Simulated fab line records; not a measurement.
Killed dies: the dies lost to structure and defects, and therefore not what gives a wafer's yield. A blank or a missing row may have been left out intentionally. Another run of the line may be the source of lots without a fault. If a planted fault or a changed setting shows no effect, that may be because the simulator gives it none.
fab line records | flow n5Finfet
[record] lots = 24 wafers = 72 lastDay = 19
route steps=1938 shown BEOL_M12@1635 BEOL_M13@1659
lots with no fault: from the same line, run without faults
startH: the number of hours between the record's first day and the start of the first shown wafer of the lot | waitH: time in hours since the lot's previous step | " as in the row above | L1.1+2: several wafers, shown together as one row | - no value, or no start was given | * or withheld: withheld | < > ~ a bound
route shown NAME@n: a module of which the file shows steps, and the number in the route of the first | usual: mean/standard deviation of fault-free wafers | same: alike in all rows | chamber/n: place in a boat | sites: each site's reading | _std_site: their standard deviation | _edge_site: mean of outer sites minus mean of inner sites | radiusMm: for every site, how far away it sits from the centre of the wafer | mask NAME#n: copy n | behind: the tool/chamber that last shaped the wafer | hold: reason for holding the lot/hours on hold/outcome of the hold | device: which transistor (n, p or np) failed to switch | end of line: at the end of the route, the tests of the same wafers | a step without rows: its recipe alone | killed: at the first sort, the dies lost to defects and structure; wafer yield is something else | map: the dies of a wafer, with x for killed, . for not killed, _ for no die there
set.NAME: setting as actually run; set.NAME@STEP: the setting as run at that earlier step | model.NAME: the simulator's own value behind a step, which no gauge read
a sample of lots followed through the steps of the route, with each step as a table and each wafer as a row
services: a tool's chamber out of use, with start hour (startH, from the record's first day; less than 0 if before it), hours out, and reason
[[steps]]
[step N5_BEOL_M12_DESCUM_33]
[recipe] chemistry = O2 timeS = 7.9 sourcePowerW = 50 biasPowerW = 20 pressureMtorr = 20 rfFrequencyHz = 2.712e+07 tempC = 40 o2FlowSccm = 225
[usual] chamberPressureMTorr = 20.001/0.019 drypumpMotorCurrentA = 5.5/0.37 oesProductAu = 0.80/0.081 rfVppV = 243.4/1.2 showerheadPlenumPTorr = 2.11/0.056 throttleValvePct = 20.43/0.16
// columns lot.wafer tool chamber startH waitH chamberPressureMTorr drypumpMotorCurrentA oesProductAu rfHoursCounterH rfVppV showerheadPlenumPTorr throttleValvePct
L074.2 rieDiel-02 0 224.40 0.0 19.985 5.7 0.68 237 244.4 2.15 20.89
L074.3 " 1 " " 20.011 4.7 0.81 109 243.6 2.10 20.66
L074.4 " 3 " " 20.003 5.1 0.72 189 244.5 2.16 20.33
L076.2 rieDiel-01 3 235.02 0.0 20.010 5.7 0.86 61 241.4 2.04 20.28
L076.3 " 1 " " 20.013 5.9 0.68 240 243.5 2.14 20.46
L076.5 " 2 " " 19.991 6.1 0.84 - 245.5 2.22 20.32
L075.4 rieDiel-04 0 252.89 0.5 20.020 5.7 0.69 245 243.0 2.06 20.65
L075.5 " 3 " " 20.037 5.6 0.83 - 244.1 2.12 20.50
L075.6 " 0 " " 19.993 5.7 0.69 - 243.3 2.06 20.64
L077.4 rieDiel-01 3 260.18 0.0 19.975 5.7 0.85 - 242.0 2.04 20.31
L077.5 " 1 " " 20.005 5.9 0.66 - 245.4 2.14 20.47
L077.6 " 2 " " 20.014 6.0 0.85 - 243.8 2.22 20.31
L078.1 rieDiel-02 2 269.93 0.1 19.983 5.5 0.71 211 242.8 2.08 20.44
L078.3 " 3 " " 20.003 5.1 0.71 207 244.0 2.15 20.36
L078.4 " 1 " " 19.979 4.7 0.80 - 242.3 2.10 20.67
L079.2 rieDiel-04 1 278.99 0.0 19.998 5.4 0.85 63 242.3 2.04 20.40
L079.5 " 1 " " 20.029 5.4 0.85 - 242.6 2.04 20.39
L079.6 " 2 " " 20.003 5.5 0.81 - 243.1 2.12 20.51
L080.2 rieDiel-01 0 284.60 0.1 20.008 5.3 0.83 88 246.1 2.20 20.21
L080.3 " 3 " " 19.979 5.7 0.84 73 243.0 2.03 20.30
L080.6 " 0 " " 19.977 5.2 0.83 - 242.5 2.20 20.23
L083.2 rieDiel-04 2 291.79 0.0 20.018 5.4 0.81 106 244.6 2.12 20.52
L083.3 " 0 " " 20.043 5.7 0.98 4 244.2 2.06 20.25
L083.6 " 2 " " 19.996 5.4 0.81 - 242.9 2.12 20.52
L081.3 rieDiel-02 3 301.67 0.0 19.983 5.1 0.69 220 245.4 2.15 20.38
L081.5 " 2 " " 19.969 5.5 0.69 - 243.4 2.07 20.44
L081.6 " 3 " " 19.992 5.1 0.69 - 245.5 2.15 20.38
L082.2 rieDiel-01 3 302.67 0.0 19.971 5.7 0.83 81 241.2 2.03 20.33
L082.4 " 0 " " 20.026 5.3 0.83 96 245.3 2.20 20.23
L082.5 " 1 " " 20.012 5.9 0.99 - 243.9 2.14 20.09
L084.2 rieDiel-02 2 310.04 0.0 19.992 5.5 0.69 221 243.8 2.07 20.44
L084.3 " 3 " " 19.951 5.1 0.69 223 243.3 2.15 20.38
L084.4 " 1 " " 19.985 4.7 0.78 142 241.3 2.09 20.69
L085.1 rieDiel-04 1 320.40 0.0 19.979 5.4 0.84 77 243.7 2.03 20.42
L085.2 " 3 " " 20.009 5.6 0.81 102 243.6 2.11 20.52
L085.3 " 2 " " 20.019 5.4 0.81 116 243.2 2.11 20.54
L086.4 rieDiel-04 1 327.07 0.0 20.004 5.4 0.83 80 242.8 2.03 20.43
L086.5 " 0 " " 20.005 5.8 0.94 - 243.1 2.06 20.26
L086.6 " 3 " " 19.985 5.6 0.79 - 242.6 2.11 20.51
L089.3 rieDiel-02 3 327.28 0.0 19.998 5.1 0.68 230 242.9 2.14 20.39
L089.4 " 0 " " 20.011 5.7 0.91 20 244.0 2.14 20.56
L089.5 " 3 " " 19.994 5.1 0.68 - 246.3 2.14 20.41
L087.2 rieDiel-02 1 330.26 0.0 19.984 4.7 0.77 150 243.2 2.09 20.72
L087.4 " 2 " " 19.956 5.5 0.69 229 242.7 2.07 20.47
L087.5 " 3 " " 19.997 5.1 0.69 - 244.3 2.14 20.39
L088.2 rieDiel-01 1 335.51 0.0 19.973 5.9 0.93 12 243.9 2.13 20.10
L088.3 " 2 " " 20.027 6.1 0.81 102 243.4 2.21 20.37
L088.5 " 1 " " 19.990 5.9 0.93 - 242.2 2.13 20.11
L090.2 rieDiel-01 2 340.37 0.1 20.040 6.1 0.80 104 244.7 2.21 20.36
L090.3 " 0 " " 19.982 5.2 0.81 108 243.1 2.19 20.24
L090.4 " 3 " " 20.010 5.7 0.81 92 241.3 2.03 20.35
L092.2 rieDiel-04 1 345.56 0.2 19.989 5.4 0.82 87 241.9 2.03 20.45
L092.5 " 3 " " 20.020 5.6 0.79 - 245.5 2.11 20.53
L092.6 " 0 " " 20.036 5.7 0.92 - 242.7 2.05 20.28
L093.1 rieDiel-02 3 345.92 0.4 19.978 5.1 0.68 238 243.7 2.14 20.41
L093.3 " 0 " " 19.981 5.6 0.90 28 243.5 2.14 20.57
L093.6 " 1 " " 20.001 4.7 0.77 - 243.5 2.09 20.74
L091.1 rieDiel-04 0 354.24 0.0 19.994 5.8 0.92 26 243.0 2.05 20.28
L091.3 " 1 " " 19.994 5.4 0.82 89 242.3 2.03 20.46
L091.6 " 3 " " 19.995 5.6 0.78 - 243.3 2.11 20.54
L094.1 rieDiel-02 1 373.74 0.0 20.002 4.7 0.75 167 243.5 2.08 20.77
L094.2 " 0 " " 20.013 5.7 0.87 37 243.4 2.13 20.60
L094.3 " 2 " " 20.030 5.5 0.68 245 243.7 2.06 20.50
L095.2 rieDiel-02 2 375.56 0.0 20.000 5.5 0.68 246 241.0 2.06 20.48
L095.3 " 0 " " 19.998 5.7 0.88 38 243.3 2.13 20.58
L095.6 " 2 " " 19.993 5.5 0.67 - 240.8 2.06 20.50
L097.1 rieDiel-01 0 390.50 0.1 20.025 5.3 0.78 127 244.1 2.18 20.29
L097.3 " 3 " " 20.005 5.7 0.80 110 242.5 2.02 20.36
L097.6 " 2 " " 20.029 6.1 0.79 - 245.4 2.20 20.39
L096.4 rieDiel-01 0 400.57 0.0 20.005 5.3 0.79 130 243.7 2.18 20.27
L096.5 " 0 " " 20.007 5.2 0.79 - 244.6 2.18 20.28
L096.6 " 3 " " 20.009 5.7 0.80 - 242.8 2.02 20.37
[step N5_BEOL_M12_PRE_CLEAN_42]
[recipe] gas = H2/He timeS = 30 tempC = 250
[usual] heaterPowerW = 325/36
// columns lot.wafer tool chamber startH waitH heaterPowerW
L074.2 pvdSputter-02 - 227.99 0.0 347
L074.3 " - " " 356
L074.4 " - " " 331
L076.2 pvdSputter-03 - 239.19 0.0 353
L076.3 " - " " 321
L076.5 " - " " 319
L075.4 pvdSputter-03 - 254.91 0.0 341
L075.5 " - " " 331
L075.6 " - " " 366
L077.4 pvdSputter-02 - 261.76 0.0 340
L077.5 " - " " 355
L077.6 " - " " 336
L078.1 pvdSputter-03 - 273.64 0.0 367
L078.3 " - " " 338
L078.4 " - " " 330
L079.2 pvdSputter-02 - 280.63 0.0 324
L079.5 " - " " 342
L079.6 " - " " 340
L080.2 pvdSputter-03 - 285.91 0.0 367
L080.3 " - " " 344
L080.6 " - " " 362
L083.2 pvdSputter-02 - 297.63 0.0 350
L083.3 " - " " 242
L083.6 " - " " 238
L081.3 pvdSputter-02 - 304.28 0.0 244
L081.5 " - " " 338
L081.6 " - " " 242
L082.2 pvdSputter-03 - 306.14 0.0 364
L082.4 " - " " 335
L082.5 " - " " 337
L084.2 pvdSputter-01 - 311.64 0.0 328
L084.3 " - " " 338
L084.4 " - " " 333
L085.1 pvdSputter-01 - 322.62 0.0 252
L085.2 " - " " 328
L085.3 " - " " 347
L086.4 pvdSputter-03 - 328.44 0.0 332
L086.5 " - " " 365
L086.6 " - " " 304
L089.3 pvdSputter-02 - 328.46 0.0 347
L089.4 " - " " 344
L089.5 " - " " 345
L087.2 pvdSputter-03 - 333.46 0.0 319
L087.4 " - " " 309
L087.5 " - " " 366
L088.2 pvdSputter-02 - 336.97 0.0 347
L088.3 " - " " 237
L088.5 " - " " 242
L090.2 pvdSputter-03 - 341.60 0.0 337
L090.3 " - " " 322
L090.4 " - " " 356
L092.2 pvdSputter-02 - 349.99 0.0 346
L092.5 " - " " 236
L092.6 " - " " 346
L093.1 pvdSputter-03 - 350.38 0.0 334
L093.3 " - " " 360
L093.6 " - " " 333
L091.1 pvdSputter-02 - 356.09 0.0 351
L091.3 " - " " 338
L091.6 " - " " 338
L094.1 pvdSputter-03 - 377.16 0.0 371
L094.2 " - " " 311
L094.3 " - " " 340
L095.2 pvdSputter-02 - 377.19 0.0 343
L095.3 " - " " 333
L095.6 " - " " 350
L097.1 pvdSputter-01 - 392.81 0.0 326
L097.3 " - " " 334
L097.6 " - " " 328
L096.4 pvdSputter-03 - 403.40 0.0 363
L096.5 " - " " 311
L096.6 " - " " 323
[step N5_BEOL_M12_RS_MEAS_54]
[recipe] thkMeasGauge = four-point-probe reads = Cu_of_BEOL_M12_ECD_47+Ta_of_BEOL_M12_SPUTTER_44+TaN_of_BEOL_M12_SPUTTER_43
[usual] M12_RS = 0.0603/0.00086
// columns lot.wafer tool chamber startH waitH M12_RS[ohm/sq]
L074.2 filmMetro-01 - 229.20 0.1 0.0607
L074.3 " - " " 0.0599
L074.4 " - " " 0.0620
L076.2 filmMetro-02 - 240.47 0.0 0.0591
L076.3 " - " " 0.0605
L076.5 " - " " 0.0596
L075.4 filmMetro-01 - 256.09 0.0 0.0606
L075.5 " - " " 0.0596
L075.6 " - " " 0.0613
L077.4 filmMetro-01 - 263.08 0.0 0.0605
L077.5 " - " " 0.0605
L077.6 " - " " 0.0607
L078.1 filmMetro-02 - 275.37 0.0 0.0599
L078.3 " - " " 0.0611
L078.4 " - " " 0.0598
L079.2 filmMetro-01 - 281.81 0.0 0.0597
L079.5 " - " " 0.0603
L079.6 " - " " 0.0603
L080.2 filmMetro-02 - 287.08 0.0 0.0600
L080.3 " - " " 0.0604
L080.6 " - " " 0.0599
L083.2 filmMetro-01 - 298.92 0.0 0.0590
L083.3 " - " " 0.0587
L083.6 " - " " 0.0581
L081.3 filmMetro-01 - 306.07 0.0 0.0620
L081.5 " - " " 0.0614
L081.6 " - " " 0.0621
L082.2 filmMetro-01 - 307.32 0.0 0.0593
L082.4 " - " " 0.0587
L082.5 " - " " 0.0600
L084.2 filmMetro-01 - 312.96 0.0 0.0617
L084.3 " - " " 0.0626
L084.4 " - " " 0.0606
L085.1 filmMetro-01 - 324.91 0.1 0.0595
L085.2 " - " " 0.0597
L085.3 " - " " 0.0589
L086.4 filmMetro-02 - 329.61 0.0 0.0595
L086.5 " - " " 0.0599
L086.6 " - " " 0.0604
L089.3 filmMetro-01 - 329.69 0.0 0.0618
L089.4 " - " " 0.0592
L089.5 " - " " 0.0619
L087.2 filmMetro-02 - 334.64 0.0 0.0605
L087.4 " - " " 0.0607
L087.5 " - " " 0.0622
L088.2 filmMetro-01 - 338.15 0.0 0.0601
L088.3 " - " " 0.0605
L088.5 " - " " 0.0606
L090.2 filmMetro-02 - 342.78 0.0 0.0606
L090.3 " - " " 0.0605
L090.4 " - " " 0.0606
L092.2 filmMetro-02 - 351.17 0.0 0.0604
L092.5 " - " " 0.0597
L092.6 " - " " 0.0601
L093.1 filmMetro-01 - 351.56 0.0 0.0616
L093.3 " - " " 0.0591
L093.6 " - " " 0.0604
L091.1 filmMetro-01 - 357.27 0.0 0.0607
L091.3 " - " " 0.0606
L091.6 " - " " 0.0602
L094.1 filmMetro-02 - 378.34 0.0 0.0605
L094.2 " - " " 0.0595
L094.3 " - " " 0.0615
L095.2 filmMetro-01 - 378.37 0.0 0.0603
L095.3 " - " " 0.0592
L095.6 " - " " 0.0610
L097.1 filmMetro-02 - 394.19 0.0 0.0601
L097.3 " - " " 0.0598
L097.6 " - " " 0.0598
L096.4 filmMetro-01 - 404.61 0.1 0.0613
L096.5 " - " " 0.0606
L096.6 " - " " 0.0594
[step N5_BEOL_M13_ILD_DEP_00]
[recipe] material = SiOC targetThkA = 8379.2 tempC = 350 precursor = DEMS/O2 pressureTorr = 5 rfW = 500 timeS = 166.4
[usual] heaterPowerW = 433/77 showerheadPlenumPTorr = 5.689/0.013 throttleValvePct = 12.0/0.56
// columns lot.wafer tool chamber startH waitH heaterPowerW showerheadPlenumPTorr throttleValvePct
L074.2 pecvd-02 0 229.26 0.0 436 5.694 11.2
L074.3 " 0 " " 350 5.702 11.6
L074.4 " 1 " " 493 5.686 12.2
L076.2 pecvd-01 2 240.53 0.0 355 5.682 12.0
L076.3 " 1 " " 432 5.707 12.2
L076.5 " 2 " " 376 5.693 11.9
L075.4 pecvd-01 0 256.21 0.1 461 5.688 11.4
L075.5 " 2 " " 357 5.687 11.9
L075.6 " 1 " " 429 5.695 12.1
L077.4 pecvd-02 2 263.20 0.1 365 5.656 11.5
L077.5 " 0 " " 452 5.686 11.6
L077.6 " 1 " " 469 5.686 12.4
L078.1 pecvd-03 0 275.43 0.0 429 5.697 13.4
L078.3 " 1 " " 547 5.696 12.1
L078.4 " 1 " " 446 5.694 12.3
L079.2 pecvd-01 1 281.87 0.0 451 5.698 12.2
L079.5 " 0 " " 382 5.686 11.3
L079.6 " 1 " " 352 5.688 12.2
L080.2 pecvd-02 0 287.15 0.0 444 5.700 11.7
L080.3 " 1 " " 485 5.702 12.2
L080.6 " 2 " " 297 5.654 11.2
L083.2 pecvd-01 2 298.98 0.0 396 5.692 12.2
L083.3 " 1 " " 386 5.706 12.3
L083.6 " 2 " " 320 5.688 11.8
L081.3 pecvd-02 0 306.13 0.0 452 5.694 11.9
L081.5 " 1 " " 401 5.677 12.4
L081.6 " 0 " " 356 5.712 11.5
L082.2 pecvd-01 1 307.38 0.0 391 5.697 12.1
L082.4 " 2 " " 391 5.687 12.0
L082.5 " 1 " " 419 5.711 12.3
L084.2 pecvd-03 2 313.02 0.0 608 5.717 11.4
L084.3 " 0 " " 358 5.690 13.1
L084.4 " 0 " " 400 5.679 13.2
L085.1 pecvd-03 1 324.97 0.0 544 5.699 12.5
L085.2 " 2 " " 615 5.683 11.5
L085.3 " 0 " " 368 5.683 13.4
L086.4 pecvd-02 1 329.73 0.1 392 5.691 12.5
L086.5 " 2 " " 337 5.659 11.5
L086.6 " 0 " " 449 5.686 11.7
L089.3 pecvd-03 1 329.75 0.0 461 5.694 12.4
L089.4 " 1 " " 500 5.707 12.5
L089.5 " 2 " " 615 5.677 11.7
L087.2 pecvd-01 0 334.70 0.0 428 5.679 11.1
L087.4 " 1 " " 391 5.707 12.4
L087.5 " 2 " " 390 5.676 11.9
L088.2 pecvd-03 2 338.21 0.0 610 5.689 11.6
L088.3 " 1 " " 512 5.698 12.5
L088.5 " 2 " " 631 5.687 11.6
L090.2 pecvd-02 2 342.84 0.0 317 5.682 11.7
L090.3 " 1 " " 443 5.696 12.5
L090.4 " 0 " " 422 5.711 11.8
L092.2 pecvd-02 2 351.23 0.0 362 5.675 11.5
L092.5 " 1 " " 472 5.696 12.3
L092.6 " 2 " " 368 5.662 11.6
L093.1 pecvd-01 1 351.62 0.0 394 5.689 12.4
L093.3 " 2 " " 374 5.695 12.2
L093.6 " 1 " " 416 5.692 12.2
L091.1 pecvd-01 0 357.42 0.0 461 5.666 11.0
L091.3 " 1 " " 380 5.700 12.5
L091.6 " 2 " " 410 5.690 12.0
L094.1 pecvd-03 2 378.40 0.0 624 5.699 11.4
L094.2 " 1 " " 532 5.712 12.4
L094.3 " 0 " " 365 5.698 13.6
L095.2 pecvd-01 0 378.44 0.0 469 5.680 11.0
L095.3 " 2 " " 357 5.693 12.1
L095.6 " 1 " " 424 5.681 12.0
L097.1 pecvd-01 1 394.26 0.0 426 5.700 12.1
L097.3 " 0 " " 467 5.682 11.3
L097.6 " 2 " " 316 5.695 12.0
L096.4 pecvd-01 1 404.73 0.1 395 5.703 12.3
L096.5 " 2 " " 381 5.681 12.1
L096.6 " 0 " " 474 5.698 11.3
[step N5_BEOL_M13_CD_MEAS_10]
[recipe] targetCdNm = 190 landingEnergyEv = 500 detector = seInlens polarity = opening
[usual] cdNm = 189.3/0.98
// columns lot.wafer tool chamber startH waitH cdNm
L074.2 cdSem-02 0 229.90 - 191.1
L074.3 " 0 " " 191.5
L074.4 " 0 " " 190.9
L076.2 cdSem-02 0 240.99 - 188.8
L076.3 " 0 " " 189.5
L076.5 " 0 " " 190.7
L075.4 cdSem-01 0 256.73 - 187.9
L075.5 " 0 " " 188.4
L075.6 " 0 " " 188.1
L077.4 cdSem-02 0 263.60 - 190.2
L077.5 " 0 " " 188.9
L077.6 " 0 " " 190.7
L078.1 cdSem-02 0 275.89 - 189.8
L078.3 " 0 " " 189.3
L078.4 " 0 " " 189.8
L079.2 cdSem-01 0 282.33 - 190.6
L079.5 " 0 " " 188.6
L079.6 " 0 " " 189.2
L080.2 cdSem-02 0 287.60 - 189.7
L080.3 " 0 " " 189.7
L080.6 " 0 " " 189.6
L083.2 cdSem-01 0 299.56 - 188.7
L083.3 " 0 " " 188.8
L083.6 " 0 " " 188.0
L081.3 cdSem-01 0 306.59 - 188.8
L081.5 " 0 " " 188.3
L081.6 " 0 " " 188.8
L082.2 cdSem-01 0 307.84 - 189.1
L082.4 " 0 " " 189.5
L082.5 " 0 " " 188.9
L084.2 cdSem-02 0 313.60 - 187.7
L084.3 " 0 " " 187.8
L084.4 " 0 " " 188.1
L085.1 cdSem-01 0 325.43 - 188.9
L085.2 " 0 " " 188.5
L085.3 " 0 " " 188.7
L086.4 cdSem-03 0 330.25 - 189.1
L086.5 " 0 " " 189.1
L086.6 " 0 " " 189.6
L089.3 cdSem-01 0 330.29 - 189.8
L089.4 " 0 " " 189.2
L089.5 " 0 " " 190.2
L087.2 cdSem-01 0 335.16 - 190.2
L087.4 " 0 " " 189.0
L087.5 " 0 " " 190.1
L088.2 cdSem-01 0 338.80 - 190.9
L088.3 " 0 " " 191.3
L088.5 " 0 " " 190.8
L090.2 cdSem-01 0 343.30 - 189.5
L090.3 " 0 " " 190.1
L090.4 " 0 " " 190.2
L092.2 cdSem-01 0 351.68 - 189.0
L092.5 " 0 " " 189.1
L092.6 " 0 " " 189.1
L093.1 cdSem-03 0 352.21 - 189.4
L093.3 " 0 " " 190.7
L093.6 " 0 " " 190.1
L091.1 cdSem-03 0 358.00 - 188.3
L091.3 " 0 " " 188.2
L091.6 " 0 " " 189.2
L094.1 cdSem-02 0 378.98 - 187.7
L094.2 " 0 " " 187.7
L094.3 " 0 " " 187.3
L095.2 cdSem-01 0 379.14 - 190.0
L095.3 " 0 " " 189.0
L095.6 " 0 " " 189.7
L097.1 cdSem-03 0 394.71 - 189.7
L097.3 " 0 " " 190.6
L097.6 " 0 " " 190.6
L096.4 cdSem-01 0 405.26 - 189.1
L096.5 " 0 " " 188.5
L096.6 " 0 " " 189.1
[step N5_BEOL_M13_DEGAS_41]
[recipe] ambient = vacuum tempC = 250 timeS = 60
[usual] heaterPowerW = 322/39
// columns lot.wafer tool chamber startH waitH heaterPowerW
L074.2 pvdSputter-03 - 234.05 1.7 319
L074.3 " - " " 317
L074.4 " - " " 345
L076.2 pvdSputter-02 - 248.66 0.8 329
L076.3 " - " " 241
L076.5 " - " " 242
L075.4 pvdSputter-03 - 261.56 0.3 312
L075.5 " - " " 360
L075.6 " - " " 308
L077.4 pvdSputter-02 - 267.72 0.4 333
L077.5 " - " " 341
L077.6 " - " " 244
L078.1 pvdSputter-02 - 281.81 0.4 335
L078.3 " - " " 348
L078.4 " - " " 237
L079.2 pvdSputter-01 - 285.41 0.7 251
L079.5 " - " " 324
L079.6 " - " " 342
L080.2 pvdSputter-01 - 293.05 0.5 322
L080.3 " - " " 341
L080.6 " - " " 332
L083.2 pvdSputter-03 - 303.62 0.4 333
L083.3 " - " " 313
L083.6 " - " " 341
L081.3 pvdSputter-03 - 310.93 0.2 333
L081.5 " - " " 340
L081.6 " - " " 364
L082.2 pvdSputter-01 - 311.00 0.2 330
L082.4 " - " " 246
L082.5 " - " " 249
L084.2 pvdSputter-03 - 316.22 0.3 336
L084.3 " - " " 344
L084.4 " - " " 316
L085.1 pvdSputter-01 - 328.44 0.2 333
L085.2 " - " " 332
L085.3 " - " " 344
L086.4 pvdSputter-02 - 333.65 0.2 344
L086.5 " - " " 342
L086.6 " - " " 350
L089.3 pvdSputter-02 - 336.05 1.8 330
L089.4 " - " " 335
L089.5 " - " " 342
L087.2 pvdSputter-03 - 338.08 0.3 320
L087.4 " - " " 359
L087.5 " - " " 316
L088.2 pvdSputter-02 - 342.24 0.3 349
L088.3 " - " " 339
L088.5 " - " " 237
L090.2 pvdSputter-03 - 347.26 0.4 308
L090.3 " - " " 358
L090.4 " - " " 333
L092.2 pvdSputter-01 - 355.97 0.4 340
L092.5 " - " " 259
L092.6 " - " " 340
L093.1 pvdSputter-01 - 356.33 0.3 254
L093.3 " - " " 339
L093.6 " - " " 344
L091.1 pvdSputter-02 - 360.37 0.3 346
L091.3 " - " " 341
L091.6 " - " " 237
L095.2 pvdSputter-02 - 381.99 0.2 345
L095.3 " - " " 348
L095.6 " - " " 331
L094.1 pvdSputter-01 - 382.08 0.2 334
L094.2 " - " " 245
L094.3 " - " " 341
L097.1 pvdSputter-02 - 398.15 0.7 333
L097.3 " - " " 352
L097.6 " - " " 336
L096.4 pvdSputter-02 - 410.36 0.5 339
L096.5 " - " " 239
L096.6 " - " " 351
[[services]]
// columns tool chamber startH hours kind
rieDiel-04 1 207.48 14.3 repair
rieDiel-04 - 209.64 0.6 repair
pecvd-03 1 210.96 3.6 repair
rieDiel-04 0 217.81 6.3 repair
rieDiel-02 2 227.15 4.2 repair
rieDiel-01 - 238.63 15.6 pm
rieDiel-02 2 252.28 2.4 repair
pecvd-03 - 258.24 0.9 repair
rieDiel-02 0 259.23 - clean
rieDiel-02 0 259.23 - consumableReplace:focusRing
rieDiel-02 0 259.23 17.7 scheduledDown
rieDiel-01 0 259.64 4.1 repair
rieDiel-02 - 260.12 2.8 pm
pecvd-03 2 284.98 11.5 repair
rieDiel-04 - 297.70 2.8 pm
pecvd-02 - 307.65 14.6 pm
pecvd-01 - 308.01 1.3 repair
rieDiel-01 - 310.45 2.8 pm
pecvd-01 - 330.68 2.8 pm
rieDiel-01 0 331.37 1.3 repair
rieDiel-01 - 334.23 0.9 repair
rieDiel-02 3 377.10 7.1 repair
rieDiel-01 0 404.24 1.7 repair
pecvd-02 0 404.24 21.3 repair
[[key]]
fault none
